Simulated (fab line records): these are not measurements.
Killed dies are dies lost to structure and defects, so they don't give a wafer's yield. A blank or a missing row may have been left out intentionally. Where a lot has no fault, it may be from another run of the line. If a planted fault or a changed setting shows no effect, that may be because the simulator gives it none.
Which of the tools did it? -- flow nand-harc -- 24 lots with 72 wafers sampled at 3 steps, on a route of 1159 steps

## WHAT EACH GAUGE READ, for each wafer
NHARC_P_CONTACT_INSPECT_14. Usual: raw-defect-count at 3.4, with a standard deviation of 2.1.
lot,measured,on,raw-defect-count,flag
L074,day 5 13:16,defect-inspect-02,2 0 2,
L075,day 5 21:56,defect-inspect-02,4 3 2,
L076,day 6 10:04,defect-inspect-01,5 4 3,
L077,day 6 10:14,defect-inspect-01,5 6 1,
L079,day 6 12:57,defect-inspect-01,4 3 3,
L078,day 6 15:53,defect-inspect-02,6 2 3,
L080,day 7 05:53,defect-inspect-01,2 4 6,
L083,day 7 21:59,defect-inspect-02,3 2 5,
L081,day 7 23:00,defect-inspect-01,2 1 4,
L082,day 8 04:02,defect-inspect-01,6 6 4,
L085,day 8 07:53,defect-inspect-01,2 2 3,
L084,day 8 08:17,defect-inspect-01,6 10 10,
L087,day 8 23:21,defect-inspect-02,4 5 3,
L086,day 9 00:35,defect-inspect-01,2 1 3,
L089,day 9 09:01,defect-inspect-01,3 4 2,
L088,day 9 11:03,defect-inspect-02,1 3 2,
L090,day 9 15:28,defect-inspect-02,3 0 2,
L092,day 9 23:53,defect-inspect-01,7 5 6,
L091,day 10 02:21,defect-inspect-01,3 4 3,
L093,day 10 07:38,defect-inspect-02,1 6 0,
L095,day 10 16:32,defect-inspect-01,4 1 2,
L094,day 10 17:08,defect-inspect-01,2 4 2,
L097,day 11 01:56,defect-inspect-02,1 1 1,
L096,day 11 05:33,defect-inspect-01,4 4 4,

## EACH LOT AND THE TOOL THAT RAN IT (in order: tool; ch and the chambers of the sampled wafers; start)
lot,NHARC_P_GATE_ETCHBACK_37,NHARC_P_GATE_STRIP_95
L074,"rie-diel-01 ch 1,2,3, day 5 09:45 or earlier","plasma-asher-02 ch 0,1, day 5 09:45"
L075,"rie-diel-01 ch 1,2,3, day 5 18:26 or earlier","plasma-asher-02 ch 0,1, day 5 18:26"
L076,"rie-diel-01 ch 1,2,3, day 6 06:26 or earlier","plasma-asher-01 ch 0,1, day 6 06:26"
L077,"rie-diel-01 ch 0,1,2, day 6 06:38 or earlier","plasma-asher-02 ch 0,1, day 6 06:38"
L079,"rie-diel-01 ch 2,3, day 6 09:20 or earlier","plasma-asher-02 ch 0,1, day 6 09:20"
L078,"rie-diel-01 ch 1,2, day 6 12:19 or earlier","plasma-asher-01 ch 0,1, day 6 12:19"
L080,"rie-diel-04 ch 0,2,3, day 7 02:27 or earlier","plasma-asher-01 ch 0,1, day 7 02:27"
L083,"rie-diel-03 ch 0,1,2, day 7 18:23 or earlier","plasma-asher-02 ch 0,1, day 7 18:23"
L081,"rie-diel-01 ch 0,1, day 7 19:28 or earlier","plasma-asher-02 ch 0,1, day 7 19:28"
L082,"rie-diel-03 ch 0,2, day 8 00:28 or earlier","plasma-asher-01 ch 0,1, day 8 00:28"
L085,"rie-diel-03 ch 1,2, day 8 04:02 or earlier","plasma-asher-01 ch 0,1, day 8 04:02"
L084,"rie-diel-03 ch 1,2,3, day 8 04:43 or earlier","plasma-asher-02 ch 0,1, day 8 04:43"
L087,"rie-diel-03 ch 0,2,3, day 8 19:41 or earlier","plasma-asher-01 ch 0,1, day 8 19:41"
L086,"rie-diel-01 ch 0,1,2, day 8 21:01 or earlier","plasma-asher-01 ch 0,1, day 8 21:01"
L089,"rie-diel-01 ch 1,2,3, day 9 05:26 or earlier","plasma-asher-02 ch 0,1, day 9 05:26"
L088,"rie-diel-01 ch 0,1,2, day 9 07:36 or earlier","plasma-asher-01 ch 0,1, day 9 07:36"
L090,"rie-diel-01 ch 0,3, day 9 11:50 or earlier","plasma-asher-01 ch 0,1, day 9 11:50"
L092,"rie-diel-03 ch 0,1,3, day 9 20:28 or earlier","plasma-asher-01 ch 0,1, day 9 20:28"
L091,"rie-diel-04 ch 0,3, day 9 22:40 or earlier","plasma-asher-01 ch 0,1, day 9 22:40"
L093,"rie-diel-04 ch 0,3, day 10 03:57 or earlier","plasma-asher-01 ch 1, day 10 03:57"
L095,"rie-diel-01 ch 1,2,3, day 10 12:48 or earlier","plasma-asher-02 ch 0,1, day 10 12:48"
L094,"rie-diel-01 ch 1,2,3, day 10 13:33 or earlier","plasma-asher-02 ch 0,1, day 10 13:33"
L097,"rie-diel-03 ch 0,2,3, day 10 22:18 or earlier","plasma-asher-02 ch 0,1, day 10 22:18"
L096,"rie-diel-01 ch 0,1,3, day 11 01:32 or earlier","plasma-asher-01 ch 0,1, day 11 01:32"
- NHARC_P_GATE_ETCHBACK_37: etches the open film in CHF3/O2, target depth 34.5 nm, time 17.2 s.
- NHARC_P_GATE_STRIP_95: strips in O2.

## WHAT THE TOOLS THEMSELVES READ (means of the sampled wafers that have a number; where no wafer has one, the mark that the record gives instead)
NHARC_P_GATE_ETCHBACK_37. Usual: chamber-pressure-mTorr is 25.000 mTorr with standard deviation 0.021, drypump-motor-current-A is 5.8 A with standard deviation 0.44, mfc-ar-sccm is 200.1 sccm with standard deviation 0.55, oes-product-au is 0.95 a.u. with standard deviation 0.036, rf-vpp-V is 370.7 V with standard deviation 2.6, showerhead-plenum-p-Torr is 2.41 Torr with standard deviation 0.11, and throttle-valve-pct is 20.572 % with standard deviation 0.01.
lot,tool,chamber-pressure-mTorr (mTorr),drypump-motor-current-A (A),mfc-ar-sccm (sccm),oes-product-au (a.u.),rf-vpp-V (V),showerhead-plenum-p-Torr (Torr),throttle-valve-pct (%),flag
L074,rie-diel-01,24.987,5.6,199.5,0.92,372.5,2.43,20.582,
L075,rie-diel-01,25.010,5.6,199.7,0.91,372.3,2.43,20.575,
L076,rie-diel-01,24.985,5.6,200.2,0.92,371.4,2.43,20.572,
L077,rie-diel-01,24.998,5.5,200.2,0.93,370.6,2.42,20.577,
L079,rie-diel-01,25.014,5.6,199.6,0.99,371.4,2.44,20.576,
L078,rie-diel-01,24.993,5.6,199.8,1.00,369.6,2.35,20.570,
L080,rie-diel-04,24.989,5.9,200.5,0.93,371.0,2.42,20.568,
L083,rie-diel-03,24.990,6.2,200.4,1.00,369.1,2.31,20.567,
L081,rie-diel-01,25.006,5.4,200.8,1.00,372.6,2.48,20.577,
L082,rie-diel-03,25.004,5.8,200.1,0.93,368.4,2.30,20.569,
L085,rie-diel-03,25.008,6.6,200.2,0.93,369.7,2.36,20.575,
L084,rie-diel-03,24.997,6.5,200.0,0.94,370.3,2.41,20.566,
L087,rie-diel-03,24.996,6.1,200.0,1.01,369.8,2.39,20.569,
L086,rie-diel-01,25.015,5.5,200.6,0.92,370.4,2.42,20.563,
L089,rie-diel-01,24.997,5.6,199.8,0.93,371.1,2.43,20.572,
L088,rie-diel-01,25.011,5.5,200.0,0.91,370.6,2.42,20.567,
L090,rie-diel-01,25.001,5.5,199.7,0.93,373.2,2.50,20.569,
L092,rie-diel-03,24.973,6.0,200.0,0.99,369.0,2.35,20.571,
L091,rie-diel-04,25.010,6.0,200.1,0.92,373.2,2.51,20.571,
L093,rie-diel-04,24.998,6.0,200.0,1.00,372.7,2.51,20.576,
L095,rie-diel-01,24.993,5.7,200.4,0.93,371.8,2.42,20.574,
L094,rie-diel-01,25.001,5.6,200.1,0.93,370.2,2.42,20.574,
L097,rie-diel-03,25.003,6.1,199.8,1.00,370.1,2.39,20.579,
L096,rie-diel-01,25.006,5.5,200.4,0.93,372.4,2.49,20.573,

NHARC_P_GATE_STRIP_95. Usual: drypump-motor-current-A 5.4 A, standard deviation 0.35; heater-power-w 324 W, standard deviation 35; rf-refl-power-W 17 W, standard deviation 4.4.
lot,tool,drypump-motor-current-A (A),heater-power-w (W),rf-refl-power-W (W),flag
L074,plasma-asher-02,5.8,347,19,
L075,plasma-asher-02,5.8,358,15,
L076,plasma-asher-01,5.1,292,19,
L077,plasma-asher-02,5.8,355,14,
L079,plasma-asher-02,5.8,351,14,
L078,plasma-asher-01,5.1,314,16,
L080,plasma-asher-01,5.1,290,19,
L083,plasma-asher-02,5.8,358,15,
L081,plasma-asher-02,5.8,353,18,
L082,plasma-asher-01,5.1,287,18,
L085,plasma-asher-01,5.1,289,18,
L084,plasma-asher-02,5.8,354,19,
L087,plasma-asher-01,5.1,290,17,
L086,plasma-asher-01,5.1,293,19,
L089,plasma-asher-02,5.8,341,19,
L088,plasma-asher-01,5.1,317,16,
L090,plasma-asher-01,5.1,315,17,
L092,plasma-asher-01,5.1,314,17,
L091,plasma-asher-01,5.1,318,17,
L093,plasma-asher-01,5.2,268,21,
L095,plasma-asher-02,5.8,343,15,
L094,plasma-asher-02,5.8,335,15,
L097,plasma-asher-02,5.8,338,18,
L096,plasma-asher-01,5.1,293,18,

## THE ANSWER, worked out from the rows above alone
Rule: a lot counts as off when the mean over its wafers that have a number is more than 3 standard deviations away from the usual mean. A lot without any number at a reading at which 4 lots or more have one is off too. Any other lot the step has rows for is counted as sound. The gauges are gone through in route order, then the tools' own readings, and for those a lot's mean is taken as printed above. At the first step where some lot is off, the reading lying furthest off is the one used; lots without a number count as furthest.
None of the lots is off at any reading shown; this tells nothing.

## WHAT HAD BEEN PUT IN BY THE SIMULATOR
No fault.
